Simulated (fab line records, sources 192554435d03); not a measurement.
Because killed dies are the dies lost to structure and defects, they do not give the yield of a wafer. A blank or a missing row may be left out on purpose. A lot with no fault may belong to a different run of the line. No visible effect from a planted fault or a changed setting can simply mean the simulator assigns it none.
fab line records | flow n5Finfet
record lots=4 wafers=12 lastDay=15
route steps=1938 shown BEOL_M1@789 BEOL_M4@1111 PASSIVATION@1936
lots that met no fault: from a run of the same line without faults
startH: hours from the record's opening day to when the first of the lot's shown wafers began | waitH: hours elapsed since this lot's preceding step | " as in the row above | L1.1+2: one row covering several wafers at once | - no value, or no start was given | * or withheld: withheld | < > ~ a bound
route shown NAME@n: NAME is a module with steps in the file, n the number in the route of the first one | usual: average and standard deviation across the fault-free wafers | same: alike in all rows | chamber/n: place in a boat | sites: the reading at each site | _std_site: standard deviation across them | _edge_site: outer sites' mean less inner sites' | radiusMm: for every site, how far away it sits from the centre of the wafer | mask NAME#n: copy n | behind: the last tool/chamber to shape the wafer | hold: cause of the lot's hold/its duration in hours/its outcome | device: transistor that didn't switch, given as n, p or np | end of line: at the end of the route, the tests of the same wafers | a step with no rows: only its recipe | killed: at the first sort, the dies lost to defects and structure; wafer yield is something else | map: a wafer's dies, x killed, . not, _ none there
set.NAME: setting as actually run; set.NAME@STEP: the setting as run at that earlier step | model.NAME: the simulator's own value behind a step, which no gauge read
lots seen at some steps along the route; tables by step, rows by wafer
services: from which hour (startH, from the record's first day; less than 0 if before it) a tool's chamber was out of use, for how many hours, and why
## steps
# step N5_BEOL_M1_DESCUM_33
# recipe chemistry=O2 timeS=7 sourcePowerW=50 biasPowerW=20 pressureMtorr=20 rfFrequencyHz=2.712e+07 tempC=40 resist=CAR-EUV o2FlowSccm=225
# step N5_BEOL_M1_ETCH_77
# recipe chemistry=N2/H2 target=underlayer targetDepthA=65 maskMaterial=CAR-EUV timeS=5.2 ionEnergyEv=200 pressureMtorr=30 sourceW=840 biasW=150 n2FlowSccm=200 h2FlowSccm=200 ends=cleared
# step N5_BEOL_M1_ETCH_69
# recipe chemistry=CF4 target=SiARC targetDepthA=156 maskMaterial=CAR-EUV timeS=26 ionEnergyEv=80 pressureMtorr=40 sourceW=545 biasW=36 Ar_flow_sccm=100 cf4FlowSccm=100 ends=cleared
# step N5_BEOL_M1_ALD_98
# recipe material=SiO2 targetThkA=25 tempC=100 aldPrecursorFamily=BDEAS aldCoReactant=O2-plasma pulseTimeS=1 coReactantPulseTimeS=1 purgeTimeS=2 coReactantPurgeTimeS=2 aldCycles=17 pressureTorr=2
# step N5_BEOL_M1_ETCHBACK_99
# recipe chemistry=CHF3 target=SiO2 targetDepthA=50 timeS=10.4 sourceW=215 biasW=47 Ar_flow_sccm=200 CHF3_flow_sccm=12 ionEnergyEv=100 pressureMtorr=30
# step N5_BEOL_M1_ETCH_70
# recipe chemistry=N2/H2 target=SOC targetDepthA=800 overetchA=160 maskMaterial=SiARC tempC=40 timeS=120 ionEnergyEv=200 pressureMtorr=30 sourceW=840 biasW=150 n2FlowSccm=200 h2FlowSccm=200
# step N5_BEOL_M1_STRIP_71
# recipe chemistry=N2/H2 tempC=40 n2FlowSccm=200 h2FlowSccm=200 rfFrequencyHz=6e+07
# step N5_BEOL_M1_STRIP_78
# recipe chemistry=N2/H2 tempC=40 n2FlowSccm=200 h2FlowSccm=200 rfFrequencyHz=6e+07
# step N5_BEOL_M1_VIA_ETCH_34
# recipe chemistry=C4F6/O2 targetDepthA=678 maskMaterial=SOC pressureMtorr=15 ionEnergyEv=250 taperDeg=4 timeS=64.4 sourceW=350 biasW=170 Ar_flow_sccm=300 C4F6_flow_sccm=10 O2_flow_sccm=10
# step N5_BEOL_M1_STRIP_83
# recipe chemistry=C4F6/O2 resist=SiARC rfFrequencyHz=6e+07
# step N5_BEOL_M1_STRIP_36
# recipe chemistry=N2/H2 powerW=450 tempC=40 pressureMtorr=20 rfFrequencyHz=6e+07 overashFraction=0.3 biasPowerW=7 h2Frac=0.5 n2FlowSccm=200 h2FlowSccm=200
# step N5_BEOL_M1_TRENCH_ETCH_37
# recipe chemistry=C4F6/O2 targetDepthA=552.07 target=SiOC timeS=29 ionEnergyEv=250 pressureMtorr=30 sourceW=355 biasW=185 Ar_flow_sccm=300 C4F6_flow_sccm=10 O2_flow_sccm=10
# usual drypumpMotorCurrentA=5.9/0.39 oesProductAu=0.75/0.079 rfVppV=665/9.8 showerheadPlenumPTorr=2.82/0.11 throttleValvePct=20.94/0.24
# columns lot.wafer tool chamber startH waitH drypumpMotorCurrentA oesProductAu rfHoursCounterH rfVppV showerheadPlenumPTorr throttleValvePct model.BEOL_M1.featureDepthNm model.etch.depthNm model.TiN_of_BEOL_M1_HM_DEP_02.thkNm
L759.1 rieDiel-01 2 143.29 - 5.2 0.96 3 671 2.79 20.67 56.2 56.14 18
L759.2 " 1 " " 6.1 0.71 203 665 2.82 21.09 52.6 52.64 18.4
L759.4 " 0 " " 6.2 0.72 200 665 2.72 20.99 54.6 54.69 17.8
L761.2 rieDiel-01 2 159.02 - 5.2 0.95 7 671 2.79 20.69 56.4 56.37 17.4
L761.5 " 3 " " 5.6 0.72 - 662 2.97 21.17 55.8 55.77 17.2
L761.6 " 0 " " 6.2 0.85 - 667 2.72 21.04 71.8 71.72 17.2
L768.3 rieDiel-01 3 202.41 - 5.6 0.85 198 661 2.96 21.23 72.8 72.72 17
L768.5 " 2 " " 5.2 0.91 - 672 2.78 20.69 56.4 56.32 17.6
L768.6 " 3 " " 5.6 0.86 - 663 2.96 21.23 73.2 73.13 17
L772.1 rieDiel-06 3 226.69 - 6.2 0.73 174 666 2.83 21.30 54.8 54.85 17.8
L772.2 " 2 " " 5.7 0.79 146 654 2.63 21.00 56 56.02 17.8
L772.5 " 3 " " 6.2 0.73 - 664 2.83 21.30 54.6 54.54 18
# step N5_BEOL_M1_ETCH_41
# recipe chemistry=CH3F/O2 target=SiCN targetDepthA=319 taperDeg=2 timeS=57.8 ionEnergyEv=120 maskMaterial=TiN pressureMtorr=30 sourceW=395 biasW=75 Ar_flow_sccm=150 CH3F_flow_sccm=30 O2_flow_sccm=20
# step N5_BEOL_M1_STRIP_97
# recipe chemistry=N2/H2 timeS=10 powerW=450 tempC=40 pressureMtorr=20 rfFrequencyHz=6e+07 biasPowerW=7 n2FlowSccm=200 h2FlowSccm=200
# step N5_BEOL_M1_OCD_MEAS_38
# usual trenchDepthNm=55.0/1
# columns lot.wafer tool chamber startH waitH trenchDepthNm
L759.1 ocd-02 - 143.44 - 56.3
L759.2 " - " " 52.3
L759.4 " - " " 54.3
L761.2 ocd-02 - 159.17 - 56.1
L761.5 " - " " 55.6
L761.6 " - " " 71.1
L768.3 ocd-02 - 202.56 - 72.6
L768.5 " - " " 55.9
L768.6 " - " " 73.2
L772.1 ocd-02 - 226.85 - 55.5
L772.2 " - " " 56.1
L772.5 " - " " 54.9
# step N5_BEOL_M1_HM_STRIP_39
# recipe chemistry=peroxideTinStrip material=TiN targetDepthA=250 tempC=50 timeS=158
# step N5_BEOL_M1_SRD_40
# recipe timeS=30 tempC=23 rinseLiquid=diw dry=ipaMarangoni
# step N5_BEOL_M1_PRECLEAN_42
# recipe chemistry=residueRemover timeS=60 tempC=40
# step N5_BEOL_M1_SRD_43
# recipe timeS=30 tempC=23 rinseLiquid=diw dry=ipaMarangoni
# step N5_BEOL_M1_DEGAS_44
# recipe ambient=vacuum tempC=250 timeS=60
# step N5_BEOL_M1_PRE_CLEAN_45
# recipe gas=H2/He timeS=30 tempC=250
# step N5_BEOL_M1_ALD_84
# recipe material=TaN targetThkA=* tempC=275 aldPrecursorFamily=PDMAT aldCoReactant=NH3 pressureTorr=3 carrierFlowSccm=1500 pulseTimeS=2 purgeTimeS=3 coReactantPurgeTimeS=2 coReactantPulseTimeS=3 aldCycles=30 precursorVesselTempC=75 precursorVesselPressureTorr=26.25 precursorVesselCarrierSccm=1000
# step N5_BEOL_M1_SURFACE_TREAT_85
# recipe gas=Ar timeS=* ionEnergyEv=* ionCurrentMaCm2=0.5 pressureMtorr=* arFlowSccm=30
# step N5_BEOL_M1_CVD_47
# recipe material=Co targetThkA=30 tempC=withheld precursor=CCTBA/H2 pressureTorr=30 timeS=223.8
# step N5_BEOL_M1_SPUTTER_48
# recipe material=Cu targetThkA=45 tempC=-20 chamberPressurePa=0.07 powerW=withheld timeS=8.29
# step N5_BEOL_M1_ANNEAL_49
# recipe tempC=400 timeS=240 ambient=vacuum
# step N5_BEOL_M1_SPUTTER_79
# recipe material=Cu targetThkA=45 tempC=-20 chamberPressurePa=0.07 powerW=withheld timeS=8.29
# step N5_BEOL_M1_ANNEAL_80
# recipe tempC=400 timeS=240 ambient=vacuum
# step N5_BEOL_M1_SPUTTER_81
# recipe material=Cu targetThkA=45 tempC=-20 chamberPressurePa=0.07 powerW=withheld timeS=8.29
# step N5_BEOL_M1_ANNEAL_82
# recipe tempC=400 timeS=240 ambient=vacuum
# step N5_BEOL_M1_SPUTTER_86
# recipe material=Cu targetThkA=45 tempC=-20 chamberPressurePa=0.07 powerW=withheld timeS=8.29
# step N5_BEOL_M1_ANNEAL_87
# recipe tempC=400 timeS=240 ambient=vacuum
# step N5_BEOL_M1_SPUTTER_88
# recipe material=Cu targetThkA=45 tempC=-20 chamberPressurePa=0.07 powerW=withheld timeS=8.29
# step N5_BEOL_M1_ANNEAL_89
# recipe tempC=400 timeS=240 ambient=vacuum
# step N5_BEOL_M1_SPUTTER_90
# recipe material=Cu targetThkA=45 tempC=-20 chamberPressurePa=0.07 powerW=withheld timeS=8.29
# step N5_BEOL_M1_ANNEAL_91
# recipe tempC=400 timeS=240 ambient=vacuum
# step N5_BEOL_M1_SPUTTER_92
# recipe material=Cu targetThkA=45 tempC=-20 chamberPressurePa=0.07 powerW=withheld timeS=8.29
# step N5_BEOL_M1_ANNEAL_93
# recipe tempC=400 timeS=240 ambient=vacuum
# step N5_BEOL_M1_SPUTTER_94
# recipe material=Cu targetThkA=45 tempC=-20 chamberPressurePa=0.07 powerW=withheld timeS=8.29
# step N5_BEOL_M1_ANNEAL_95
# recipe tempC=400 timeS=240 ambient=vacuum
# step N5_BEOL_M4_RC_MEAS_101
# usual CHAIN_V0=235/9.2 CHAIN_V0_max_site=244/9.9 DIBL_N=36.0/1.7 DIBL_P=35.8/2 IOFF_N=0.15/0.03 IOFF_P=0.20/0.037 ION_N=670/12 ION_P=460/7.2 SS_N=71.5/0.68 SS_P=73.2/0.65 VT_N=250/3.1 VT_P=-251/3.4
# columns lot.wafer tool chamber startH waitH CHAIN_V0[ohm/link] CHAIN_V0_max_site[ohm/link] DIBL_N[mV/V] DIBL_P[mV/V] IOFF_N[nA/um] IOFF_P[nA/um] ION_N[uA/um] ION_P[uA/um] SS_N[mV/dec] SS_P[mV/dec] VT_N[mV] VT_P[mV]
L759.1 prober-02 0 177.42 0.0 226 237 37.9 37.1 0.17 0.22 682 463 72.1 73.1 250 -249
L759.2 " 0 " " 246 255 36.6 36.4 0.15 0.22 675 463 70.4 72.6 252 -248
L759.4 " 0 " " 242 249 32.9 31.0 0.09 0.14 638 444 71.2 71.2 258 -255
L761.2 prober-02 0 200.98 0.2 207 211 34.7 36.2 0.13 0.17 664 452 71.1 73.1 253 -256
L761.5 " 0 " " 227 234 34.8 36.9 0.14 0.19 663 460 72.1 73.5 252 -254
L761.6 " 0 " " 187 196 33.4 33.6 0.12 0.16 665 456 70.5 72.8 254 -255
L768.3 prober-02 0 238.27 0.3 203 211 32.0 32.3 0.10 0.14 645 450 70.2 71.9 255 -254
L768.5 " 0 " " 225 239 35.3 35.9 0.14 0.20 657 455 71.6 72.8 252 -251
L768.6 " 0 " " 199 205 35.1 35.4 0.15 0.19 677 462 71.1 73.1 248 -253
L772.1 prober-01 0 265.91 0.0 249 262 35.6 35.1 0.14 0.18 663 456 71.6 72.6 254 -253
L772.2 " 0 " " 234 248 35.8 35.0 0.15 0.17 677 455 70.8 73.5 250 -254
L772.5 " 0 " " 258 268 34.4 33.4 0.13 0.16 659 453 70.7 72.2 253 -255
# sites CHAIN_V0 radiusMm=0,75,75,75,75,140,140,140,140
L759.1 226 228 226 237 226 224 233 224 234
L761.2 209 209 206 208 211 206 207 204 205
L768.3 203 205 203 208 211 201 200 201 206
L772.1 249 255 262 255 257 244 243 243 240
# step N5_PASSIVATION_PROBE_49
# usual defectLimitedYield=91.4/1.5 killed_at_M0_to_M3=32/9.8 killed_at_M4_up=15/5.6 killedAtContacts=12/5.4 killedAtFrontEnd=40/13 killedAtOther=3.0/2.1 killedDies=102/17 killedOpen=67/13 killedShort=32/7.1 sort_bin_5_function=5.1/0.96 sort_bin_6_memory=3.2/0.7 sort_bin_8_speed=0.0/0.3 sortNPass=1078/18 sortYieldPct=91.3/1.5
# same grossDies=1180 killedAtBackSide=0 sort_bin_4_leakage[%]=0
# columns lot.wafer tool chamber startH waitH defectLimitedYield[%] killed_at_M0_to_M3 killed_at_M4_up killedAtContacts killedAtFrontEnd killedAtOther killedDies killedOpen killedShort sort_bin_5_function[%] sort_bin_6_memory[%] sort_bin_8_speed[%] sortNPass sortYieldPct[%]
L768.6 prober-01 - 352.73 0.3 87.5 58 17 14 54 4 147 100 44 7.5 4.4 0 1033 87.5
L772.2 prober-02 - 369.85 0.1 89.2 39 16 7 61 4 127 85 38 6.0 4.3 0 1053 89.2
# killed by level:class
L768.6 STI_FIN_REVEAL:geometricParticle:open=16 BEOL_M2:geometricParticle:open=12 MOL_CONTACT_COAG:geometricParticle:open=11 BEOL_M3:geometricParticle:open=10 FIN_SAQP:geometricParticle:open=8 BEOL_M2:geometricParticle:short=8 BEOL_M0_SAQP:geometricParticle:short=7 BEOL_M0_SAQP:geometricParticle:open=7
L772.2 STI_FIN_REVEAL:geometricParticle:open=23 BEOL_M0_SAQP:geometricParticle:open=10 FIN_SAQP:geometricParticle:open=9 BEOL_M2:geometricParticle:open=9 STI_FIN_REVEAL:geometricParticle:short=7 BEOL_M0_SAQP:geometricParticle:short=7 FIN_SAQP:geometricParticle:short=6 MOL_CONTACT_COAG:geometricParticle:open=6
## services
# columns tool chamber startH hours kind
rieDiel-01 2 121.22 - clean
rieDiel-01 2 121.22 - consumableReplace:focusRing
rieDiel-01 2 121.22 12.1 scheduledDown
rieDiel-01 2 121.22 12.1 ventCycle
rieDiel-01 3 123.80 3.1 repair
rieDiel-06 0 190.33 6.5 repair
rieDiel-06 2 195.78 28.7 repair
## key
firstSign step=N5_BEOL_M1_OCD_MEAS_38 reading=trenchDepthNm direction=up sigmas=17 usual=55.0 struck=72.3
effect step=N5_BEOL_M4_RC_MEAS_101 reading=CHAIN_V0 direction=down sigmas=4.2 usual=235 struck=196
effect step=N5_BEOL_M4_RC_MEAS_101 reading=CHAIN_V0_max_site direction=down sigmas=4 usual=244 struck=204
modelEffect step=N5_BEOL_M1_TRENCH_ETCH_37 value=BEOL_M1.featureDepthNm without=55.07 struck=72.6
metAt N5_BEOL_M1_TRENCH_ETCH_37
struckWafers L761.6,L768.3,L768.6
onsetBetween 143.29 159.02
fault kind=processParameterDrift tool=rieDiel-01 chamber=- onsetH=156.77 steps=N5_BEOL_M1_TRENCH_ETCH_37 channel=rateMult offset=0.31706 shape=step endH=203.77 scope=struckWafersOnly
